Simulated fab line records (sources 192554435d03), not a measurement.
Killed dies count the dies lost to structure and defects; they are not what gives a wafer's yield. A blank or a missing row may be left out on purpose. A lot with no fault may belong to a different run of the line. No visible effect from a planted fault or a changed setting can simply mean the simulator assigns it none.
Chamber matching || flow n5 finfet || N5_FIN_SAQP_SPACER1_ALD_24 on ald sin-02 has 4 sister chambers
The step deposits SiO2, target thk 20.3 nm, pulse time 1 s, purge time 2 s. 4 wafers are shown with their chamber, then 10 later ones without.

EACH WAFER AND ITS CHAMBER
{"wafer": "L082.3", "chamber": 2, "heater power w (W)": 472}
{"wafer": "L083.4", "chamber": 1, "heater power w (W)": 460}
{"wafer": "L084.1", "chamber": 0, "heater power w (W)": 443}
{"wafer": "L084.4", "chamber": 3, "heater power w (W)": 487}

WAFERS MISSING THEIR CHAMBER
{"wafer": "L084.6", "heater power w (W)": 455}
{"wafer": "L085.2", "heater power w (W)": 489}
{"wafer": "L085.3", "heater power w (W)": 474}
{"wafer": "L085.4", "heater power w (W)": 442}
{"wafer": "L087.1", "heater power w (W)": 482}
{"wafer": "L087.2", "heater power w (W)": 440}
{"wafer": "L087.5", "heater power w (W)": 459}
{"wafer": "L094.1", "heater power w (W)": 450}
{"wafer": "L094.2", "heater power w (W)": 473}
{"wafer": "L094.5", "heater power w (W)": 444}

THE CHAMBER EACH PASSED THROUGH
{"wafer": "L084.6", "from the rows above": 1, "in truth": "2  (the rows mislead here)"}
{"wafer": "L085.2", "from the rows above": 3, "in truth": 3}
{"wafer": "L085.3", "from the rows above": 2, "in truth": 2}
{"wafer": "L085.4", "from the rows above": 0, "in truth": 0}
{"wafer": "L087.1", "from the rows above": "can't be placed: 3 or 2", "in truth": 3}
{"wafer": "L087.2", "from the rows above": 0, "in truth": 0}
{"wafer": "L087.5", "from the rows above": 1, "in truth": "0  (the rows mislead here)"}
{"wafer": "L094.1", "from the rows above": "can't be placed: 0 or 1", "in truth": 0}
{"wafer": "L094.2", "from the rows above": 2, "in truth": 2}
{"wafer": "L094.5", "from the rows above": 0, "in truth": 0}
Placed correctly: 6 of 10. Unplaceable from these rows: 2, with the true chamber sitting among the candidates in 2. Wrongly placed: 2.
How it was worked out, from the rows above alone: a wafer's distance from a chamber is the root of the sum, over the readings, of the square of ((its reading less the chamber's mean) divided by the reading's scatter). If the next closest chamber is less than 2 further off than the closest, the wafer can't be placed; otherwise it belongs to the closest. For every chamber, the mean is computed from those of its wafers that are shown. The scatter: root of mean squared gap, hidden wafer to nearest shown wafer, with one shown wafer a chamber.
